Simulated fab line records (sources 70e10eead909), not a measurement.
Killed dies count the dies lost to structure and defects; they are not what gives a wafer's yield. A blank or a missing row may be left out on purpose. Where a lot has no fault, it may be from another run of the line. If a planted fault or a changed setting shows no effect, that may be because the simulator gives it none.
fab line records	flow nandHarc
record: lots: 5	wafers: 15	lastDay: 33
route steps=1302 shown A_BONDPAD@1208 END@1302
lots with no fault: from the same line, run without faults
startH: the number of hours between the record's first day and the start of the first shown wafer of the lot	waitH: how many hours have passed since the lot's step before this one	" repeats the value in the row above	L1.1+2: several wafers, shown together as one row	- either no value or no given start	* or withheld: withheld	< > ~ a bound
route shown NAME@n: a module of which the file shows steps, and the number in the route of the first	usual: mean/standard deviation taken from wafers without a fault	same: alike in all rows	chamber/n: place in a boat	sites: each site's reading	_std_site: standard deviation across them	_edge_site: outer sites' mean less inner sites'	radiusMm: for every site, how far away it sits from the centre of the wafer	mask NAME#n: copy n	behind: the last tool/chamber to shape the wafer	hold: why the lot was held/for how many hours/how that ended	device: the transistor (n, p or np) that didn't switch	end of line: at the end of the route, the tests of the same wafers	a step with no rows: only its recipe	killed: dies that structure and defects cost at the first sort, which is not the same as the wafer's yield	map: per-die view of a wafer (x killed, . not killed, _ where there is no die)
set.NAME: setting as actually run; set.NAME@STEP: the setting as run at that earlier step	model.NAME: the simulator's own value behind a step, which no gauge read
lots seen at some steps along the route; tables by step, rows by wafer
services: a tool's chamber out of use, with start hour (startH, from the record's first day; less than 0 if before it), hours out, and reason
== steps ==
step: NHARC_A_BONDPAD_COAT_33
recipe: tempC: 200	timeS: 65
step: NHARC_A_BONDPAD_COAT_03
recipe: spinRpm: 2000	resistThkNm: 600
step: NHARC_A_BONDPAD_SOFTBAKE_04
recipe: tempC: 125	timeS: 70
step: NHARC_A_BONDPAD_EBR_05
step: NHARC_A_BONDPAD_EXPOSE_06
recipe: na: 0.55	doseMj: 36.99	maskId: A_BPAD
step: NHARC_A_BONDPAD_PEB_07
recipe: pebTempC: 128	pebTimeS: 80
step: NHARC_A_BONDPAD_DEVELOP_08
recipe: timeS: 50	devTempC: 22
step: NHARC_A_BONDPAD_CD_MEAS_09
recipe: targetCdNm: 500	landingEnergyEv: 500
usual: cdNm: 500.1/2
lot.wafer	tool	chamber	startH	waitH	cdNm
L458.1	cdSem-01	0	593.99	-	500.3
L458.2	"	0	"	"	500.7
L458.6	"	0	"	"	500.1
L459.1	cdSem-03	0	609.13	-	501.2
L459.2	"	0	"	"	498.5
L459.3	"	0	"	"	498.7
L464.1	cdSem-01	0	662.43	-	497.2
L464.4	"	0	"	"	500.0
L464.6	"	0	"	"	498.4
L473.2	cdSem-03	0	766.26	-	499.4
L473.4	"	0	"	"	500.8
L473.5	"	0	"	"	504.4
L474.2	cdSem-01	0	769.18	-	501.0
L474.3	"	0	"	"	500.2
L474.6	"	0	"	"	503.9
step: NHARC_A_BONDPAD_OVL_MEAS_35
usual: overlayXNm: -1/5.1	overlayYNm: 0/5.3
lot.wafer	tool	chamber	startH	waitH	overlayXNm	overlayYNm
L458.1	overlay-01	-	594.08	-	4	-7
L458.2	"	-	"	"	4	-7
L458.6	"	-	"	"	3	-7
L459.1	overlay-01	-	609.22	-	-7	0
L459.2	"	-	"	"	-7	1
L459.3	"	-	"	"	-7	0
L464.1	overlay-01	-	662.52	-	2	2
L464.4	"	-	"	"	2	1
L464.6	"	-	"	"	2	1
L473.2	overlay-02	-	766.35	-	-2	2
L473.4	"	-	"	"	-1	2
L473.5	"	-	"	"	-2	3
L474.2	overlay-01	-	769.26	-	-13	-5
L474.3	"	-	"	"	-13	-5
L474.6	"	-	"	"	-13	-4
step: NHARC_A_BONDPAD_HARDBAKE_10
recipe: tempC: 118	timeS: 65
step: NHARC_A_BONDPAD_DESCUM_11
recipe: timeS: 3	o2FlowSccm: 200	arFlowSccm: 0	biasPowerW: 0	chemistry: O2
usual: drypumpMotorCurrentA: 5.6/0.4	oesProductAu: 0.999/0.01	rfVppV: 58.0/0.93	showerheadPlenumPTorr: 1.95/0.097	throttleValvePct: 11.311/0.0098
lot.wafer	tool	chamber	startH	waitH	drypumpMotorCurrentA	oesProductAu	rfHoursCounterH	rfVppV	showerheadPlenumPTorr	throttleValvePct
L458.2	rieDiel-04	0	594.23	-	6.2	0.983	2	58.3	2.06	11.306
L458.1	"	1	"	"	5.3	1.002	1	56.4	1.95	11.314
L458.6	"	3	"	"	5.4	0.993	-	58.0	2.05	11.314
L459.1	rieDiel-09	2	609.35	-	5.2	0.989	12	56.3	1.77	11.302
L459.2	"	3	"	"	6.0	0.992	17	58.0	2.03	11.316
L459.3	"	0	"	"	5.3	0.991	17	56.2	1.77	11.304
L464.1	rieDiel-04	3	662.64	-	5.4	0.989	4	58.6	2.05	11.317
L464.4	"	2	"	"	5.8	0.991	4	58.4	2.00	11.333
L464.6	"	0	"	"	6.1	0.994	-	58.5	2.06	11.292
L473.4	rieDiel-09	2	766.48	-	5.1	1.016	19	58.7	1.76	11.304
L473.2	"	3	"	"	6.0	1.004	16	58.5	2.02	11.308
L473.5	"	1	"	"	5.4	1.019	-	57.4	1.93	11.301
L474.3	rieDiel-09	3	769.40	-	6.0	1.003	16	57.6	2.02	11.327
L474.2	"	1	"	"	5.4	1.004	17	57.8	1.93	11.314
L474.6	"	3	"	"	6.0	0.994	-	59.5	2.02	11.316
step: NHARC_A_BONDPAD_ETCH_34
recipe: targetDepthA: 600	overetchA: 180	timeS: 65.91	ionEnergyEv: 200	n2FlowSccm: 150	h2FlowSccm: 150	arFlowSccm: 0	rfW: 400	biasW: 150	chemistry: N2/H2
usual: drypumpMotorCurrentA: 5.6/0.4	oesProductAu: 1.000/0.01	rfVppV: 432/3.1	runLengthS: 87.0/0.42	showerheadPlenumPTorr: 2.09/0.11	throttleValvePct: 14.172/0.009
lot.wafer	tool	chamber	startH	waitH	drypumpMotorCurrentA	oesProductAu	rfHoursCounterH	rfVppV	runLengthS	showerheadPlenumPTorr	throttleValvePct
L458.1	rieDiel-04	3	594.30	0.1	5.4	1.000	2	434	87.1	2.19	14.178
L458.2	"	1	"	"	5.3	0.996	1	431	87.4	2.08	14.178
L458.6	"	3	"	"	5.4	1.004	-	434	87.4	2.19	14.178
L459.3	rieDiel-09	3	609.44	0.1	6.0	0.992	17	433	87.5	2.16	14.174
L459.2	"	1	"	"	5.4	1.014	18	432	86.9	2.07	14.183
L459.1	"	2	"	"	5.1	0.992	12	426	87.4	1.88	14.175
L464.1	rieDiel-04	3	662.73	0.1	5.4	0.993	4	435	87.3	2.19	14.179
L464.4	"	0	"	"	6.2	0.983	4	436	86.6	2.20	14.169
L464.6	"	2	"	"	5.8	0.994	-	435	86.5	2.13	14.172
L473.2	rieDiel-09	3	766.56	0.1	6.0	1.001	16	434	87.5	2.15	14.174
L473.4	"	1	"	"	5.4	1.014	17	431	87.4	2.06	14.184
L473.5	"	3	"	"	6.0	1.003	-	432	87.2	2.15	14.178
L474.3	rieDiel-09	1	769.48	0.1	5.4	1.022	17	431	87.0	2.06	14.180
L474.2	"	3	"	"	6.0	1.011	16	433	87.2	2.15	14.175
L474.6	"	0	"	"	5.3	0.996	-	425	86.5	1.88	14.166
step: NHARC_A_BONDPAD_ETCH_12
recipe: targetDepthA: 2200	timeS: 110	chf3FlowSccm: 50	o2FlowSccm: 10	arFlowSccm: 200	rfW: 500	biasW: 200	chemistry: CHF3/O2
usual: drypumpMotorCurrentA: 5.6/0.4	oesProductAu: 0.947/0.021	rfVppV: 371.8/2.6	runLengthS: 131.2/0.39	showerheadPlenumPTorr: 2.45/0.12	throttleValvePct: 20.573/0.0092
lot.wafer	tool	chamber	startH	waitH	drypumpMotorCurrentA	oesProductAu	rfHoursCounterH	rfVppV	runLengthS	showerheadPlenumPTorr	throttleValvePct
L458.2	rieDiel-04	3	594.39	-	5.4	0.957	2	374.5	131.4	2.57	20.588
L458.1	"	1	"	"	5.3	0.968	1	371.7	131.7	2.44	20.570
L458.6	"	0	"	"	6.2	0.969	-	375.1	130.4	2.58	20.590
L459.3	rieDiel-09	0	609.54	-	5.3	0.913	18	367.9	131.1	2.23	20.552
L459.1	"	1	"	"	5.4	0.929	18	369.6	131.2	2.43	20.576
L459.2	"	2	"	"	5.1	0.913	13	368.6	131.4	2.23	20.579
L464.4	rieDiel-04	3	662.83	-	5.4	0.971	4	374.7	112.8	2.57	20.549
L464.1	"	0	"	"	6.2	0.956	4	374.9	131.2	2.58	20.582
L464.6	"	2	"	"	5.8	0.978	-	373.2	130.9	2.51	20.570
L473.4	rieDiel-09	2	766.67	-	5.2	0.933	19	365.7	131.6	2.22	20.579
L473.2	"	3	"	"	6.0	0.928	16	373.2	131.6	2.53	20.578
L473.5	"	0	"	"	5.3	0.929	-	366.8	131.1	2.22	20.568
L474.3	rieDiel-09	3	769.57	-	6.0	0.932	16	373.8	131.5	2.52	20.567
L474.2	"	0	"	"	5.3	0.934	16	366.7	131.0	2.22	20.571
L474.6	"	2	"	"	5.1	0.935	-	366.7	131.1	2.22	20.569
step: NHARC_A_BONDPAD_CD_MEAS_13
usual: cdNm: 499.7/2
lot.wafer	tool	chamber	startH	waitH	cdNm
L458.1	cdSem-02	-	594.54	-	500.5
L458.2	"	-	"	"	501.1
L458.6	"	-	"	"	498.9
L459.1	cdSem-02	-	609.67	-	500.9
L459.2	"	-	"	"	499.7
L459.3	"	-	"	"	497.0
L464.1	cdSem-01	-	662.96	-	496.8
L464.4	"	-	"	"	500.0
L464.6	"	-	"	"	497.5
L473.2	cdSem-01	-	766.79	-	498.0
L473.4	"	-	"	"	500.6
L473.5	"	-	"	"	502.7
L474.2	cdSem-01	-	769.71	-	499.6
L474.3	"	-	"	"	498.9
L474.6	"	-	"	"	503.7
step: NHARC_END_SORT_01
recipe: tempC: 25
usual: defectLimitedYield: 91.4/2.5	killedAtArray: 54/17	killedAtOther: 1.0/1.4	killedAtPeriphery: 3.6/2.1	killedDies: 58/17	killedOpen: 3.2/2	killedShort: 2.5/1.5
same: grossDies: 677
lot.wafer	tool	chamber	startH	waitH	hold	defectLimitedYield[%]	killedAtArray	killedAtOther	killedAtPeriphery	killedDies	killedOpen	killedShort
L458.1	prober-02	0	624.95	2.5	-	91.6	54	0	3	57	3	2
L458.2	prober-02	0	625.74	2.8	-	94.1	39	0	1	40	2	1
L458.6	prober-02	0	628.89	3.9	-	89.5	65	3	3	71	6	2
L459.1	prober-01	0	638.26	2.5	-	90.4	60	1	4	65	5	4
L459.2	prober-01	0	639.06	2.8	-	92.0	54	0	0	54	2	1
L459.3	prober-01	0	639.86	3.1	-	91.6	53	1	3	57	5	4
L464.1	prober-02	0	695.95	2.5	awaitDispo/8.4h/release	88.3	78	0	1	79	1	2
L464.4	prober-02	0	698.41	3.5	awaitDispo/8.4h/release	0	672	1	4	677	5	0
L464.6	prober-02	0	700.05	4.1	awaitDispo/8.4h/release	88.8	75	0	1	76	1	2
L473.2	prober-01	0	799.80	2.8	-	89.7	68	0	2	70	4	2
L473.4	prober-01	0	801.38	3.4	-	89.4	70	1	1	72	2	2
L473.5	prober-01	0	802.16	3.7	-	89.8	62	0	7	69	8	4
L474.2	prober-02	0	799.84	2.8	-	90.3	64	1	1	66	2	1
L474.3	prober-02	0	800.64	3.1	-	86.1	93	0	1	94	3	4
L474.6	prober-02	0	803.02	4.0	-	88.2	78	1	1	80	1	1
killed by level:class
L458.1 A_CHANNEL_HOLE_D1:chamberFilmFlake=27 A_CHANNEL_HOLE_D2:chamberFilmFlake=14 A_DECK1_JOINT:chamberFilmFlake=3 A_CHANNEL_FILL_D1:chamberFilmFlake=2 A_SLIT:chamberFilmFlake=2 P_CONTACT:geometricParticle:open=1 A_ONON_D1:geometricParticle:open=1 A_SGD_CUT:geometricParticle:short=1
L458.2 A_CHANNEL_HOLE_D2:chamberFilmFlake=14 A_CHANNEL_HOLE_D1:chamberFilmFlake=13 A_STAIRCASE:chamberFilmFlake=3 A_DECK1_JOINT:chamberFilmFlake=2 A_CONTACT:chamberFilmFlake=2 P_GATE:geometricParticle:open=1 A_ONON_D1:geometricParticle:short=1 A_M0:geometricParticle:open=1
L458.6 A_CHANNEL_HOLE_D1:chamberFilmFlake=31 A_CHANNEL_HOLE_D2:chamberFilmFlake=16 A_CHANNEL_FILL_D1:chamberFilmFlake=4 A_DECK1_JOINT:chamberFilmFlake=3 A_WL_FILL:chamberFilmFlake=3 THIN_TSV:chamberFilmFlake=3 P_M0:geometricParticle:open=2 A_M1:geometricParticle:open=2
L459.1 A_SLIT:chamberFilmFlake=30 A_CHANNEL_HOLE_D1:chamberFilmFlake=10 A_CHANNEL_HOLE_D2:chamberFilmFlake=8 A_CONTACT:chamberFilmFlake=4 A_DECK1_JOINT:chamberFilmFlake=3 P_CONTACT:geometricParticle:open=2 A_CHANNEL_FILL_D1:geometricParticle:short=2 P_M0:geometricParticle:open=1
L459.2 A_SLIT:chamberFilmFlake=28 A_CHANNEL_HOLE_D2:chamberFilmFlake=10 A_CHANNEL_HOLE_D1:chamberFilmFlake=6 A_STAIRCASE:chamberFilmFlake=3 A_CONTACT:chamberFilmFlake=2 A_CHANNEL_FILL_D1:geometricParticle:open=1 A_WL_FILL:geometricParticle:short=1 A_BLC:geometricParticle:open=1
L459.3 A_SLIT:chamberFilmFlake=25 A_CHANNEL_HOLE_D2:chamberFilmFlake=12 A_CHANNEL_HOLE_D1:chamberFilmFlake=4 A_CONTACT:chamberFilmFlake=4 P_GATE:geometricParticle:open=1 P_CONTACT:geometricParticle:open=1 P_M0:geometricParticle:open=1 A_ONON_D1:geometricParticle:short=1
L464.1 A_CHANNEL_HOLE_D2:chamberFilmFlake=31 A_CHANNEL_HOLE_D1:chamberFilmFlake=28 A_CHANNEL_FILL_D2:chamberFilmFlake=5 A_SGD_CUT:chamberFilmFlake=4 A_CONTACT:chamberFilmFlake=4 A_WL_FILL:chamberFilmFlake=2 P_CONTACT:geometricParticle:short=1 A_ONON_D2:geometricParticle:open=1
L464.4 A_BONDPAD:areaEtch=610 A_CHANNEL_HOLE_D1:chamberFilmFlake=30 A_CHANNEL_HOLE_D2:chamberFilmFlake=20 A_CHANNEL_FILL_D2:chamberFilmFlake=3 A_SGD_CUT:chamberFilmFlake=3 P_ZERO_WELL:chamberFilmFlake=2 A_CONTACT:chamberFilmFlake=2 P_CONTACT:geometricParticle:open=1
L464.6 A_CHANNEL_HOLE_D1:chamberFilmFlake=36 A_CHANNEL_HOLE_D2:chamberFilmFlake=19 A_CONTACT:chamberFilmFlake=5 A_CHANNEL_FILL_D2:chamberFilmFlake=4 A_SGD_CUT:chamberFilmFlake=3 A_SLIT:chamberFilmFlake=3 P_CONTACT:geometricParticle:short=1 A_STAIRCASE:geometricParticle:open=1
L473.2 A_SLIT:chamberFilmFlake=32 A_CHANNEL_HOLE_D1:chamberFilmFlake=19 A_STAIRCASE:chamberFilmFlake=5 A_WL_FILL:chamberFilmFlake=3 A_CONTACT:chamberFilmFlake=3 P_STI:geometricParticle:open=1 P_M0:geometricParticle:open=1 A_SOURCE_PLATE:geometricParticle:open=1
L474.2 A_SLIT:chamberFilmFlake=23 A_CHANNEL_HOLE_D2:chamberFilmFlake=19 A_CHANNEL_HOLE_D1:chamberFilmFlake=8 A_CHANNEL_FILL_D1:chamberFilmFlake=4 A_CHANNEL_FILL_D2:chamberFilmFlake=2 A_STAIRCASE:chamberFilmFlake=2 A_CHANNEL_FILL_D1:geometricParticle:open=1 A_CHANNEL_FILL_D1:geometricParticle:short=1
L474.3 A_SLIT:chamberFilmFlake=36 A_CHANNEL_HOLE_D2:chamberFilmFlake=34 A_CHANNEL_HOLE_D1:chamberFilmFlake=7 A_CONTACT:geometricParticle:open=2 A_M1:geometricParticle:short=2 A_CHANNEL_FILL_D1:chamberFilmFlake=2 A_CHANNEL_FILL_D2:chamberFilmFlake=2 A_WL_FILL:chamberFilmFlake=2
L473.4 A_SLIT:chamberFilmFlake=36 A_CHANNEL_HOLE_D1:chamberFilmFlake=16 A_STAIRCASE:chamberFilmFlake=6 A_CONTACT:chamberFilmFlake=5 A_WL_FILL:chamberFilmFlake=3 A_CHANNEL_HOLE_D1:geometricParticle:short=1 A_CHANNEL_FILL_D1:geometricParticle:open=1 A_DECK1_JOINT:geometricParticle:open=1
L473.5 A_SLIT:chamberFilmFlake=35 A_CHANNEL_HOLE_D1:chamberFilmFlake=12 P_M0:geometricParticle:open=3 A_CHANNEL_FILL_D1:chamberFilmFlake=3 P_ZERO_WELL:chamberFilmFlake=2 A_STAIRCASE:chamberFilmFlake=2 P_CONTACT:geometricParticle:open=1 P_M2:geometricParticle:open=1
L474.6 A_CHANNEL_HOLE_D2:chamberFilmFlake=32 A_CHANNEL_HOLE_D1:chamberFilmFlake=24 A_SLIT:chamberFilmFlake=13 A_CHANNEL_FILL_D1:chamberFilmFlake=2 A_DECK1_JOINT:chamberFilmFlake=2 P_GATE:geometricParticle:short=1 A_CONTACT:geometricParticle:open=1 A_CHANNEL_FILL_D2:chamberFilmFlake=1
map L464.4 (x killed, . not)
____________x____________
_________xxxxxxx_________
_______xxxxxxxxxxx_______
______xxxxxxxxxxxxx______
_____xxxxxxxxxxxxxxx_____
____xxxxxxxxxxxxxxxxx____
____xxxxxxxxxxxxxxxxx____
___xxxxxxxxxxxxxxxxxxx___
___xxxxxxxxxxxxxxxxxxx___
__xxxxxxxxxxxxxxxxxxxxx__
__xxxxxxxxxxxxxxxxxxxxx__
_xxxxxxxxxxxxxxxxxxxxxxx_
_xxxxxxxxxxxxxxxxxxxxxxx_
_xxxxxxxxxxxxxxxxxxxxxxx_
_xxxxxxxxxxxxxxxxxxxxxxx_
_xxxxxxxxxxxxxxxxxxxxxxx_
xxxxxxxxxxxxxxxxxxxxxxxxx
xxxxxxxxxxxxxxxxxxxxxxxxx
xxxxxxxxxxxxxxxxxxxxxxxxx
xxxxxxxxxxxxxxxxxxxxxxxxx
xxxxxxxxxxxxxxxxxxxxxxxxx
_xxxxxxxxxxxxxxxxxxxxxxx_
_xxxxxxxxxxxxxxxxxxxxxxx_
_xxxxxxxxxxxxxxxxxxxxxxx_
_xxxxxxxxxxxxxxxxxxxxxxx_
_xxxxxxxxxxxxxxxxxxxxxxx_
__xxxxxxxxxxxxxxxxxxxxx__
__xxxxxxxxxxxxxxxxxxxxx__
___xxxxxxxxxxxxxxxxxxx___
___xxxxxxxxxxxxxxxxxxx___
____xxxxxxxxxxxxxxxxx____
____xxxxxxxxxxxxxxxxx____
_____xxxxxxxxxxxxxxx_____
______xxxxxxxxxxxxx______
_______xxxxxxxxxxx_______
_________xxxxxxx_________
____________x____________
map L458.6 (x killed, . not)
____________x____________
_________......._________
_______..........._______
______.............______
_____..............._____
____x.....x..........____
____....x............____
___...................___
___............x......___
__........x.....xx.....__
__..............xx..x..__
_.................x.x..._
_xx.........x..xxxxx.x.._
_x.xx...........x......._
_xxxx.............xxx..._
_xxx.x.................._
xxxxxx...x...............
..xxx..x.................
.xxxxx...................
..xx.....................
..xx...........x...x.....
_.x...x................._
_.x....................._
_......x................_
_.......x..............._
_x....x.........x......._
__.x...................__
__.....................__
___...................___
___...................___
____.................____
____.................____
_____...........x..._____
______.........x.x.______
_______..........._______
_________......._________
____________.____________
== services ==
tool	chamber	startH	hours	kind
rieDiel-09	2	572.13	18.2	repair
rieDiel-09	0	580.24	-	clean
rieDiel-09	1	580.24	-	clean
rieDiel-09	3	580.24	-	clean
rieDiel-09	0	604.74	-	clean
rieDiel-09	1	604.74	-	clean
rieDiel-09	2	604.74	-	clean
rieDiel-09	3	604.74	-	clean
rieDiel-09	0	629.34	-	clean
rieDiel-09	1	629.34	-	clean
rieDiel-09	2	629.34	-	clean
rieDiel-09	3	629.34	-	clean
rieDiel-04	-	650.52	1.1	repair
rieDiel-09	0	653.84	-	clean
rieDiel-09	1	653.84	-	clean
rieDiel-09	2	653.84	-	clean
rieDiel-09	3	653.84	-	clean
rieDiel-09	-	674.26	9.0	pm
rieDiel-09	0	674.26	9.0	ventCycle
rieDiel-09	1	674.26	9.0	ventCycle
rieDiel-09	2	674.26	9.0	ventCycle
rieDiel-04	1	679.19	10.4	repair
rieDiel-04	-	708.90	9.0	pm
rieDiel-09	3	756.96	5.8	repair
== key ==
firstSign: step: NHARC_A_BONDPAD_ETCH_12	reading: runLengthS	direction: down	sigmas: 48	usual: *	struck: *
effect: step: NHARC_END_SORT_01	reading: defectLimitedYield	direction: down	sigmas: 36	usual: 91.4	struck: 0
moreKillsBornAt: NHARC_A_BONDPAD_ETCH_12@rieDiel-04: 610
metAt NHARC_A_BONDPAD_ETCH_12
struckWafers L464.4
laterRowsLeftOut L464.4
onsetBetween 594.39 662.83
fault: kind: processParameterDrift	tool: rieDiel-04	chamber: 3	onsetH: 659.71	steps: NHARC_A_BONDPAD_ETCH_12	channel: timeS	offset: *	shape: step	endH: 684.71	actsIn: *	stated: *
laterRowsLeftOut: the simulator's readings of these wafers behind a module that went badly wrong aren't trusted and aren't shown, but for the sort
